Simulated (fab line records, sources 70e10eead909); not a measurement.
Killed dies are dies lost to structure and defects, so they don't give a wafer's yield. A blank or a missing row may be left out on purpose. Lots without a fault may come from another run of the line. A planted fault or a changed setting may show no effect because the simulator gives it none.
Chamber matching | flow nand_harc | NHARC_THIN_TSV_ETCH_44 on rie_diel-06: 3 sister chambers
The step etches the open film in CF4/O2, target depth 1594.2 nm, time 797.1 s. 3 wafers are shown with their chamber, then 6 later ones without.

WAFERS WITH THEIR CHAMBER
wafer  | chamber | drypump_motor_current_A (A)
L082.6 | 0       | 5.7
L087.1 | 3       | 5.8
L087.3 | 1       | 5.4

WAFERS WITHOUT THEIR CHAMBER
wafer  | drypump_motor_current_A (A)
L087.5 | 5.7
L093.2 | 5.5
L093.3 | 5.7
L093.6 | 5.7
L096.3 | 5.7
L096.6 | 5.8

WHICH CHAMBER EACH WENT THROUGH
wafer  | from the rows above | in truth
L087.5 | 0                   | 0
L093.2 | 1                   | 1
L093.3 | 0                   | 0
L093.6 | 0                   | 0
L096.3 | 0                   | 0
L096.6 | 3                   | 3
Placed correctly: 6 of 6. Can't be placed from these rows: 0. Placed wrongly: 0.
How it was worked out, from the rows above alone: a wafer's distance from a chamber is the root of the sum, over the readings, of the square of ((its reading less the chamber's mean) divided by the reading's scatter). The wafer belongs to the nearest chamber; if the next one is less than 2 further off, it can't be placed. A chamber's mean is the mean of its shown wafers. The scatter: with one shown wafer a chamber, the root of the mean of the squares of how far each hidden wafer lies from its nearest shown one.
